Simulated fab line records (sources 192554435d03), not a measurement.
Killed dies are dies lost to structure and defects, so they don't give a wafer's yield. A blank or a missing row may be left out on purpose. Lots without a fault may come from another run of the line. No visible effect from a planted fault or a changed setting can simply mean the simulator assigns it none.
Chamber matching :: flow n5Finfet :: 3 sister chambers for N5_BEOL_M1_PRE_CLEAN_60 on cvdCo-01
The step time 15 s. 18 wafers are shown with their chamber, then 9 later ones without.

== WAFERS WITH THEIR CHAMBER ==
wafer: L077.1
chamber: 0
heaterPowerW (W): 76

wafer: L077.2
chamber: 2
heaterPowerW (W): 67

wafer: L077.3
chamber: 1
heaterPowerW (W): 119

wafer: L077.4
chamber: 2
heaterPowerW (W): 68

wafer: L077.5
chamber: 0
heaterPowerW (W): 76

wafer: L077.6
chamber: 1
heaterPowerW (W): 118

wafer: L082.1
chamber: 1
heaterPowerW (W): 122

wafer: L082.2
chamber: 2
heaterPowerW (W): 69

wafer: L082.3
chamber: 0
heaterPowerW (W): 76

wafer: L082.4
chamber: 2
heaterPowerW (W): 68

wafer: L082.5
chamber: 0
heaterPowerW (W): 77

wafer: L082.6
chamber: 1
heaterPowerW (W): 118

wafer: L087.1
chamber: 0
heaterPowerW (W): 75

wafer: L087.2
chamber: 1
heaterPowerW (W): 119

wafer: L087.3
chamber: 2
heaterPowerW (W): 69

wafer: L092.2
chamber: 2
heaterPowerW (W): 69

wafer: L092.4
chamber: 0
heaterPowerW (W): 77

wafer: L092.5
chamber: 1
heaterPowerW (W): 120

SIGNATURES (means of the wafers above)
reading: heaterPowerW
chamber 0: 76.17
chamber 1: 119.33
chamber 2: 68.33
scatter within a chamber: 1.08
Rule: for a wafer and a chamber, the distance is found by dividing, reading by reading, the gap between the wafer's reading and the chamber's mean by the reading's scatter, squaring, summing and taking the root. If the next closest chamber is less than 2 further off than the closest, the wafer can't be placed; otherwise it belongs to the closest. The scatter: the root of (the sum of the squares of (reading less its chamber's mean) over the shown wafers, divided by (wafers less chambers)).

== WAFERS WITHOUT THEIR CHAMBER ==
wafer: L093.3
heaterPowerW (W): 119

wafer: L093.5
heaterPowerW (W): 118

wafer: L093.6
heaterPowerW (W): 77

wafer: L095.1
heaterPowerW (W): 76

wafer: L095.2
heaterPowerW (W): 120

wafer: L095.3
heaterPowerW (W): 71

wafer: L095.4
heaterPowerW (W): 79

wafer: L095.5
heaterPowerW (W): 120

wafer: L095.6
heaterPowerW (W): 71

== WHICH CHAMBER EACH ONE RAN IN ==
wafer: L093.3
from the rows above: 1
in truth: 1

wafer: L093.5
from the rows above: 1
in truth: 1

wafer: L093.6
from the rows above: 0
in truth: 0

wafer: L095.1
from the rows above: 0
in truth: 0

wafer: L095.2
from the rows above: 1
in truth: 1

wafer: L095.3
from the rows above: 2
in truth: 2

wafer: L095.4
from the rows above: 0
in truth: 0

wafer: L095.5
from the rows above: 1
in truth: 1

wafer: L095.6
from the rows above: 2
in truth: 2
Placed correctly: 9 of 9. Can't be placed from these rows: 0. Wrongly placed: 0.
